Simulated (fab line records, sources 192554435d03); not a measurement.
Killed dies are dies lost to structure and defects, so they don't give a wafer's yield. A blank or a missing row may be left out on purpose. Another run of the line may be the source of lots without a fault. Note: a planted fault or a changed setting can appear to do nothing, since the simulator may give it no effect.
One fault through the eyes of 3 desks	flow n5-finfet	every desk sees just its own numbers, and what lay behind them comes last

== THE TOOL OWNER'S DESK: rie-diel-03 ==
The tool's own readings at N5_BEOL_M7_ETCH_62 (etches SOC in N2/H2, target depth 110 nm, overetch 22 nm, time 165 s): means of the sampled wafers that have a number, for each lot that ran on this tool. The brackets show how far a lot's mean lies from the usual mean; more than 4 standard deviations puts the lot out of limits, marked OUT.
Columns: A = drypump-motor-current-A at N5_BEOL_M7_ETCH_62, usual 5.9 A; B = oes-product-au at N5_BEOL_M7_ETCH_62, usual 0.64 a.u.; C = rf-vpp-V at N5_BEOL_M7_ETCH_62, usual 523.7 V; D = showerhead-plenum-p-Torr at N5_BEOL_M7_ETCH_62, usual 2.54 Torr; E = throttle-valve-pct at N5_BEOL_M7_ETCH_62, usual 17.99 %
lot	first seen here	A	B	C	D	E
L402	day 9 06:11	5.9	0.62	525.1	2.58	17.92
L414	day 12 08:43	6.0	0.60	523.2	2.54	17.83
L416	day 12 13:00	6.0	0.61	523.0	2.54	17.81
This desk's verdict: no lot among the 3 shows anything out of limits.

== THE DEFECT DESK ==
What the inspections along the route counted, lot by lot: means of the sampled wafers that have a number. The brackets show how far a lot's mean lies from the usual mean; more than 4 standard deviations puts the lot out of limits, marked OUT.
Columns: A = raw-defect-count at N5_BEOL_M7_INSPECT_13, usual 423
lot	first seen here	A
L403	day 9 03:20	480
L402	day 9 06:02	418
L409	day 10 19:25	384
L414	day 12 08:36	352
L416	day 12 12:39	518
L422	day 14 12:36	443
This desk's verdict: no lot among the 6 shows anything out of limits.

== FROM THE METROLOGY DESK ==
What the gauges read, lot by lot, whatever tool the lot ran on: means of the sampled wafers that have a number. The brackets show how far a lot's mean lies from the usual mean; more than 4 standard deviations puts the lot out of limits, marked OUT.
Columns: A = cd-nm at N5_BEOL_M7_CD_MEAS_11, usual 38.5 nm; B = M7_OVL at N5_BEOL_M7_OVL_MEAS_12, usual -0.1 nm
lot	first seen here	A	B
L403	day 9 03:17	38.3	0.2
L402	day 9 05:59	38.1	0.8
L409	day 10 19:22	39.0	-0.2
L414	day 12 08:33	38.5	-0.9
L416	day 12 12:36	38.8	1.1
L422	day 14 12:33	38.6	-0.9
This desk's verdict: no lot among the 6 shows anything out of limits.

== PUT TOGETHER ==
Nothing out of limits was seen by the tool owner's desk.
Nothing out of limits was seen by the defect desk.
Nothing out of limits was seen by the metrology desk.

== WHAT HAD BEEN PUT IN BY THE SIMULATOR ==
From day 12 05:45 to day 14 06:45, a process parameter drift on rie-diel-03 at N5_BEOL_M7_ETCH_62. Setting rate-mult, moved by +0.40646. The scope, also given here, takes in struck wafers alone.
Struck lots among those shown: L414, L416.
